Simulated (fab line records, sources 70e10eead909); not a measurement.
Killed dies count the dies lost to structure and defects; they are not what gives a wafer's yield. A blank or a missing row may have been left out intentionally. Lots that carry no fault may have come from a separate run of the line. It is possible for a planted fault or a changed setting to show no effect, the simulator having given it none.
Struck lot and sound lot, side by side | flow nand harc | 39 out of 1302 route steps
Sound: wafers L680.1, L680.3, L680.6. Struck: wafers L691.3, L691.4. (L691.6 of the same lot was not struck and is left out.) The cause comes at the end.
At each step with rows: each side's tool, then ch and its chambers, then its first start. Under that, the readings that differ: sound wafers | struck wafers | difference of the means | sigmas: that difference in standard deviations of wafers without a fault.
alike: words and numbers the same on both sides, and readings whose means are apart by under 2 such deviations; not compared: readings that were withheld, readings missing a value for some wafer, numbers with overlapping values and no deviation given by the record, and bounds like >300 which may hide the same value.
Wherever a step has rows on one side only, a row that says differs or no value, or a row with sigmas, the two part there. Non-overlapping numbers with no deviation appear without sigmas and do not part them. A reading missing from all wafers of one side parts the sides only when that side holds two or more wafers.

first, 4 steps without rows for these wafers: NHARC_P_BONDPAD_EBR_05; NHARC_P_BONDPAD_EXPOSE_06 (exposes mask P BPAD); NHARC_P_BONDPAD_PEB_07 (peb time 80 s); NHARC_P_BONDPAD_DEVELOP_08 (time 50 s).
NHARC_P_BONDPAD_CD_MEAS_09: the cd target is 500 nm.
  sound on cd sem-02 ch 0, day 7 11:37; struck on cd sem-01 ch 0, day 12 15:04
  reading    | sound             | struck      | difference | sigmas
  cd nm (nm) | 494.4 497.8 496.0 | 500.7 503.0 | +5.8       | +2
NHARC_P_BONDPAD_OVL_MEAS_38:
  sound on overlay-01 at day 7 11:43; struck on overlay-01 at day 12 15:09
  reading           | sound      | struck | difference | sigmas
  overlay x nm (nm) | -10 -10 -9 | 2 2    | +12        | +2
  alike: overlay y nm
then, 1 step without rows for these wafers: NHARC_P_BONDPAD_HARDBAKE_10 (time 65 s).
NHARC_P_BONDPAD_DESCUM_11: chemistry O2, time 3 s.
  sound on rie diel-11 ch 0,2,3, day 7 11:51; struck on rie diel-11 ch 0,2, day 12 15:16
  alike: drypump motor current A, o2 flow sccm, oes product au, rf vpp V, showerhead plenum p Torr, throttle valve pct
  not compared: rf hours counter h
then, 2 steps without rows for these wafers: NHARC_P_BONDPAD_ETCH_37 (etches the open film in N2/H2, target depth 60 nm, overetch 18 nm, time 65.91 s); NHARC_P_BONDPAD_ETCH_12 (etches the open film in CHF3/O2, target depth 200 nm, time 100 s).
NHARC_P_BONDPAD_CD_MEAS_13:
  sound on cd sem-03 at day 7 12:08; struck on cd sem-03 at day 12 15:35
  reading    | sound             | struck      | difference | sigmas
  cd nm (nm) | 494.8 498.2 494.4 | 500.6 502.7 | +5.8       | +2
then, 1 step without rows for these wafers: NHARC_P_BONDPAD_STRIP_15 (strips in O2).
NHARC_P_BONDPAD_ETCH_24: etches the open film in CF4/N2, target depth 30 nm, time 72.99 s.
  sound on rie diel-09 ch 1,2,3, day 7 12:22; struck on rie diel-08 ch 0, day 12 15:51
  alike: drypump motor current A, oes product au, rf vpp V, showerhead plenum p Torr, throttle valve pct
  not compared: rf hours counter h
then, 1 step without rows for these wafers: NHARC_P_BONDPAD_STRIP_16 (strips in post etch residue remover, time 600 s).
NHARC_P_BONDPAD_DEGAS_25: time 60 s.
  sound on pvd sputter-03 at day 7 12:46; struck on pvd sputter-03 at day 12 16:17
  alike: heater power w
then, 2 steps without rows for these wafers: NHARC_P_BONDPAD_PRE_CLEAN_26 (time 30 s); NHARC_P_BONDPAD_PVD_17 (deposits TaN, target thk 5 nm, time 8.06 s).
NHARC_P_BONDPAD_PVD_27: deposits Cu, target thk 30 nm, time 20.49 s.
  sound on pvd sputter-03; struck on pvd sputter-03
  alike: throttle valve pct
then, 2 steps without rows for these wafers: NHARC_P_BONDPAD_ECD_18 (material Cu, target thk 400 nm); NHARC_P_BONDPAD_ANNEAL_28 (time 90 s).
NHARC_P_BONDPAD_CMP_19: polishes, t overpolish 30 s, cu recess touch 16 s, target thk 160.81 nm.
  sound on cmp-01 ch 0,2, day 7 13:53; struck on cmp-03 ch 1,2, day 12 17:21
  reading              | sound                | struck        | difference | sigmas
  overpolish run s (s) | 29.989 30.011 30.018 | 29.990 29.988 | -0.017     | -2
  alike: motor current A
NHARC_P_BONDPAD_THK_MEAS_20: measures by xrf.
  sound on film metro-01 at day 7 14:10; struck on film metro-02 at day 12 17:40
  alike: thk nm
then, 1 step without rows for these wafers: NHARC_P_BONDPAD_SRD_21 (time 30 s, dry time 20 s).
NHARC_P_BONDPAD_ACTIVATE_29: chemistry N2, time 60 s.
  sound on rie diel-08 ch 0,1,3, day 7 14:28; struck on rie diel-08 ch 2,3, day 12 17:58
  alike: drypump motor current A, oes product au, rf vpp V, showerhead plenum p Torr
  not compared: rf hours counter h
then, 13 steps without rows for these wafers: NHARC_P_BONDPAD_PRECLEAN_30 (cleans in DIW, time 300 s); NHARC_P_BONDPAD_SRD_31 (time 30 s, dry time 20 s); NHARC_A_ZERO_WELL_PRECLEAN_00 (cleans in SPM, time 600 s); NHARC_A_ZERO_WELL_SRD_01; NHARC_A_ZERO_WELL_DEHYDRATE_02 (time 120 s); NHARC_A_ZERO_WELL_HMDS_03 (time 30 s); NHARC_A_ZERO_WELL_COAT_18 (time 65 s); NHARC_A_ZERO_WELL_COAT_04 (resist thk 600 nm); NHARC_A_ZERO_WELL_SOFTBAKE_05 (time 70 s); NHARC_A_ZERO_WELL_EBR_06; NHARC_A_ZERO_WELL_EXPOSE_07 (exposes mask A ZERO); NHARC_A_ZERO_WELL_PEB_08 (peb time 80 s); NHARC_A_ZERO_WELL_DEVELOP_09 (time 50 s).
NHARC_A_ZERO_WELL_CD_MEAS_10: the cd target is 2000 nm.
  sound on cd sem-03 ch 0, day 7 15:43; struck on cd sem-01 ch 0, day 12 19:13
  alike: cd nm
-- break in the record here, with 17 days between the starts of the struck wafers on either side (left off in module A_ZERO_WELL, picked up again in module END, where the first step shown is number 1302 on the route) --
NHARC_END_SORT_01:
  here the record holds rows for the struck wafers (prober-01 ch 0, day 30 03:13) but none for the sound ones

## WHERE THEY PART
First at NHARC_P_BONDPAD_CD_MEAS_09; last, within this record, at NHARC_END_SORT_01.

WHY: the cause the simulator had injected
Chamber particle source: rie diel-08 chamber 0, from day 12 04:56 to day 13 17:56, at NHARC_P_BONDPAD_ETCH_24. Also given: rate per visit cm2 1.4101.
